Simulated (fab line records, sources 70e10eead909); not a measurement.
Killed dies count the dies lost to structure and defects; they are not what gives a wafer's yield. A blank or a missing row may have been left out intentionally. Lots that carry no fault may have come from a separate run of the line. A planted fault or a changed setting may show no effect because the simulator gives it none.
The tool behind it: which one? + flow nand harc + 35 wafers from 12 lots sampled at 5 of the route's 1302 steps

WHAT EACH GAUGE READ, for each wafer
NHARC_END_SORT_01. Usual: killed at array 59, standard deviation 19; killed at other 1.0, standard deviation 1.1; killed at periphery 3.8, standard deviation 2.4; killed dies 64, standard deviation 19; killed open 3.3, standard deviation 2; killed short 2.4, standard deviation 1.6.
| lot  | measured     | on        | killed at array | killed at other | killed at periphery | killed dies | killed open | killed short | flag |
|------|--------------|-----------|-----------------|-----------------|---------------------|-------------|-------------|--------------|------|
| L317 | day 29 08:04 | prober-01 | 57 52           | 0 1             | 1 6                 | 58 59       | 2 5         | 0 1          |      |
| L326 | day 33 07:59 | prober-02 | 53 60 53        | 0 0 2           | 7 8 6               | 60 68 61    | 1 3 5       | 3 1 3        |      |

EACH LOT AND THE TOOL THAT RAN IT (in order: tool; ch and the chambers of the sampled wafers; start)
| lot  | NHARC_A_CHANNEL_HOLE_D1_ETCH_19  | NHARC_A_CHANNEL_HOLE_D1_ETCH_21  | NHARC_A_CHANNEL_HOLE_D1_STRIP_27              | NHARC_A_CHANNEL_FILL_D1_ALD_02   |
|------|----------------------------------|----------------------------------|-----------------------------------------------|----------------------------------|
| L306 | har etch-02 ch 0,1, day 8 12:52  | har etch-02 ch 0,1, day 8 13:23  | rie diel-07 ch 0,1,3, day 8 18:49 or earlier  | ald hk-03 ch 0,3, day 8 18:49    |
| L307 | har etch-01 ch 0,1, day 9 02:29  | har etch-01 ch 0,1, day 9 02:57  | rie diel-03 ch 1,3, day 9 08:23 or earlier    | ald hk-04 ch 2,3, day 9 08:23    |
| L309 | har etch-02 ch 1, day 9 16:34    | har etch-02 ch 1, day 9 17:25    | rie diel-03 ch 0,2,3, day 10 02:44 or earlier | ald hk-04 ch 0,2,3, day 10 02:44 |
| L312 | har etch-02 ch 0,1, day 10 23:17 | har etch-02 ch 0,1, day 10 23:50 | rie diel-07 ch 1,2, day 11 05:23 or earlier   | ald hk-04 ch 0,1,3, day 11 05:23 |
| L313 | har etch-01 ch 0,1, day 11 18:02 | har etch-01 ch 0,1, day 11 18:28 | rie diel-07 ch 0,1,2, day 12 03:32 or earlier | ald hk-01 ch 0,2, day 12 03:32   |
| L316 | har etch-02 ch 0,1, day 12 23:08 | har etch-02 ch 0,1, day 12 23:38 | rie diel-03 ch 0,1, day 13 05:11 or earlier   | ald hk-04 ch 0,2,3, day 13 05:11 |
| L317 | har etch-02 ch 0,1, day 13 03:22 | har etch-02 ch 0,1, day 13 03:58 | rie diel-07 ch 0,1,2, day 13 09:29 or earlier | ald hk-04 ch 1,2,3, day 13 09:29 |
| L318 | har etch-02 ch 0,1, day 13 08:43 | har etch-02 ch 0,1, day 13 09:09 | rie diel-03 ch 0,2, day 13 14:56 or earlier   | ald hk-04 ch 0,1, day 13 14:56   |
| L326 | har etch-01 ch 0,1, day 17 13:41 | har etch-01 ch 0,1, day 17 14:07 | rie diel-03 ch 1,3, day 17 20:22 or earlier   | ald hk-01 ch 0,1,3, day 17 20:22 |
| L327 | har etch-02 ch 0,1, day 17 15:08 | har etch-02 ch 0,1, day 17 15:34 | rie diel-11 ch 0,1,3, day 17 21:11 or earlier | ald hk-01 ch 1,2,3, day 17 21:11 |
| L329 | har etch-01 ch 0,1, day 18 05:44 | har etch-01 ch 0,1, day 18 06:09 | rie diel-03 ch 1,3, day 18 11:47 or earlier   | ald hk-04 ch 0,1,3, day 18 11:47 |
| L328 | har etch-02 ch 0,1, day 18 07:04 | har etch-02 ch 0,1, day 18 07:29 | rie diel-11 ch 0,2, day 18 13:21 or earlier   | ald hk-04 ch 1,2,3, day 18 13:21 |
- NHARC_A_CHANNEL_HOLE_D1_ETCH_19: etches the open film in C4F8/O2/Ar, time 34.5 s.
- NHARC_A_CHANNEL_HOLE_D1_ETCH_21: etches the open film in C4F8/O2/Ar, time 514.3 s, target depth 1600 nm.
- NHARC_A_CHANNEL_HOLE_D1_STRIP_27: strips in O2.
- NHARC_A_CHANNEL_FILL_D1_ALD_02: deposits SiO2, target thk 6 nm, pulse time 10 s, ald cycles 60.

WHAT THE TOOLS THEMSELVES READ (means of the sampled wafers that have a number; where no wafer has one, the mark that the record gives instead)
NHARC_A_CHANNEL_HOLE_D1_ETCH_19. Usual: c4f8 flow sccm 28.81 sccm, standard deviation 0.089; drypump motor current A 5.9 A, standard deviation 0.48; showerhead plenum p Torr 3.64 Torr, standard deviation 0.13; temp c -19.99 C, standard deviation 0.099; throttle valve pct 37.037 %, standard deviation 0.0098.
| lot  | tool        | c4f8 flow sccm (sccm) | drypump motor current A (A) | showerhead plenum p Torr (Torr) | temp c (C) | throttle valve pct (%) | flag |
|------|-------------|-----------------------|-----------------------------|---------------------------------|------------|------------------------|------|
| L306 | har etch-02 | 28.71                 | 5.8                         | 3.58                            | -19.91     | 37.029                 |      |
| L307 | har etch-01 | 28.80                 | 5.7                         | 3.74                            | -19.95     | 37.032                 |      |
| L309 | har etch-02 | 28.78                 | 5.6                         | 3.59                            | -19.99     | 37.037                 |      |
| L312 | har etch-02 | 28.87                 | 5.8                         | 3.56                            | -20.07     | 37.035                 |      |
| L313 | har etch-01 | 28.75                 | 5.7                         | 3.72                            | -20.01     | 37.036                 |      |
| L316 | har etch-02 | 28.80                 | 6.0                         | 3.54                            | -20.00     | 37.029                 |      |
| L317 | har etch-02 | 28.84                 | 6.0                         | 3.53                            | -20.03     | 37.037                 |      |
| L318 | har etch-02 | 28.75                 | 5.9                         | 3.54                            | -20.07     | 37.032                 |      |
| L326 | har etch-01 | 28.77                 | 5.7                         | 3.67                            | -19.99     | 37.039                 |      |
| L327 | har etch-02 | 28.98                 | 6.1                         | 3.98                            | -20.08     | 37.037                 |      |
| L329 | har etch-01 | 28.79                 | 5.7                         | 3.67                            | -20.15     | 37.033                 |      |
| L328 | har etch-02 | 28.79                 | 6.0                         | 3.97                            | -19.88     | 37.038                 |      |

NHARC_A_CHANNEL_HOLE_D1_ETCH_21. Usual: c4f8 flow sccm 89.30 sccm, standard deviation 0.29; drypump motor current A 5.9 A, standard deviation 0.47; showerhead plenum p Torr 3.60 Torr, standard deviation 0.12; temp c -19.97 C, standard deviation 0.11; throttle valve pct 32.154 %, standard deviation 0.0099.
| lot  | tool        | c4f8 flow sccm (sccm) | drypump motor current A (A) | showerhead plenum p Torr (Torr) | temp c (C) | throttle valve pct (%) | flag |
|------|-------------|-----------------------|-----------------------------|---------------------------------|------------|------------------------|------|
| L306 | har etch-02 | 89.19                 | 5.8                         | 3.55                            | -20.05     | 32.154                 |      |
| L307 | har etch-01 | 89.43                 | 5.7                         | 3.69                            | -19.84     | 32.156                 |      |
| L309 | har etch-02 | 89.36                 | 5.6                         | 3.56                            | -19.92     | 32.160                 |      |
| L312 | har etch-02 | 89.07                 | 5.8                         | 3.53                            | -20.02     | 32.151                 |      |
| L313 | har etch-01 | 89.30                 | 5.7                         | 3.67                            | -20.00     | 32.140                 |      |
| L316 | har etch-02 | 89.19                 | 6.0                         | 3.50                            | -20.02     | 32.155                 |      |
| L317 | har etch-02 | 89.44                 | 6.0                         | 3.50                            | -20.01     | 32.155                 |      |
| L318 | har etch-02 | 89.56                 | 5.9                         | 3.50                            | -19.86     | 32.157                 |      |
| L326 | har etch-01 | 89.31                 | 5.7                         | 3.63                            | -19.84     | 32.146                 |      |
| L327 | har etch-02 | 89.42                 | 6.0                         | 3.93                            | -19.96     | 32.152                 |      |
| L329 | har etch-01 | 89.21                 | 5.7                         | 3.62                            | -20.03     | 32.154                 |      |
| L328 | har etch-02 | 89.44                 | 6.0                         | 3.92                            | -19.91     | 32.159                 |      |

NHARC_A_CHANNEL_HOLE_D1_STRIP_27. Usual: drypump motor current A 5.7 A, standard deviation 0.34; oes product au 0.999 a.u., standard deviation 0.0095; rf vpp V 57.8 V, standard deviation 0.81; showerhead plenum p Torr 3.55 Torr, standard deviation 0.079; throttle valve pct 17.035 %, standard deviation 0.0091.
| lot  | tool        | drypump motor current A (A) | oes product au (a.u.) | rf vpp V (V) | showerhead plenum p Torr (Torr) | throttle valve pct (%) | flag |
|------|-------------|-----------------------------|-----------------------|--------------|---------------------------------|------------------------|------|
| L306 | rie diel-07 | 5.8                         | 1.003                 | 58.1         | 3.50                            | 17.035                 |      |
| L307 | rie diel-03 | 5.8                         | 0.994                 | 57.5         | 3.56                            | 17.030                 |      |
| L309 | rie diel-03 | 5.8                         | 1.001                 | 57.4         | 3.59                            | 17.032                 |      |
| L312 | rie diel-07 | 5.9                         | 0.996                 | 57.9         | 3.58                            | 17.033                 |      |
| L313 | rie diel-07 | 6.0                         | 0.996                 | 57.7         | 3.57                            | 17.033                 |      |
| L316 | rie diel-03 | 5.6                         | 1.002                 | 57.3         | 3.53                            | 17.041                 |      |
| L317 | rie diel-07 | 5.9                         | 0.992                 | 58.8         | 3.56                            | 17.036                 |      |
| L318 | rie diel-03 | 5.8                         | 1.000                 | 58.2         | 3.59                            | 17.039                 |      |
| L326 | rie diel-03 | 5.8                         | 0.990                 | 58.0         | 3.55                            | 17.036                 |      |
| L327 | rie diel-11 | 5.6                         | 0.999                 | 57.6         | 3.50                            | 17.027                 |      |
| L329 | rie diel-03 | 5.8                         | 0.989                 | 58.9         | 3.55                            | 17.024                 |      |
| L328 | rie diel-11 | 5.6                         | 0.984                 | 57.4         | 3.49                            | 17.030                 |      |

NHARC_A_CHANNEL_FILL_D1_ALD_02. Usual: heater power w 474 W, standard deviation 41; precursor pulse height rel 0.998, standard deviation 0.019.
| lot  | tool      | heater power w (W) | precursor pulse height rel | flag |
|------|-----------|--------------------|----------------------------|------|
| L306 | ald hk-03 | 424                | 1.017                      |      |
| L307 | ald hk-04 | 504                | 1.008                      |      |
| L309 | ald hk-04 | 485                | 0.983                      |      |
| L312 | ald hk-04 | 493                | 0.988                      |      |
| L313 | ald hk-01 | 457                | 0.977                      |      |
| L316 | ald hk-04 | 485                | 0.987                      |      |
| L317 | ald hk-04 | 510                | 1.007                      |      |
| L318 | ald hk-04 | 468                | 1.020                      |      |
| L326 | ald hk-01 | 479                | 1.004                      |      |
| L327 | ald hk-01 | 457                | 1.009                      |      |
| L329 | ald hk-04 | 490                | 1.007                      |      |
| L328 | ald hk-04 | 510                | 1.004                      |      |

THE ANSWER, worked out from the rows above alone
Rule: a lot is off if the mean of its wafers that have a number lies more than 3 standard deviations from the usual mean. A lot without any number at a reading at which 4 lots or more have one is off too. Where the step has rows for the other lots, those lots are counted as sound. The gauges are gone through in route order, then the tools' own readings, and for those a lot's mean is taken as printed above. The first step at which some lot is off is used, and at that step the reading that is off furthest; a lot without a number counts as furthest.
No lot is off at any reading shown: from this, nothing can be told.

WHAT THE SIMULATOR HAD INSERTED
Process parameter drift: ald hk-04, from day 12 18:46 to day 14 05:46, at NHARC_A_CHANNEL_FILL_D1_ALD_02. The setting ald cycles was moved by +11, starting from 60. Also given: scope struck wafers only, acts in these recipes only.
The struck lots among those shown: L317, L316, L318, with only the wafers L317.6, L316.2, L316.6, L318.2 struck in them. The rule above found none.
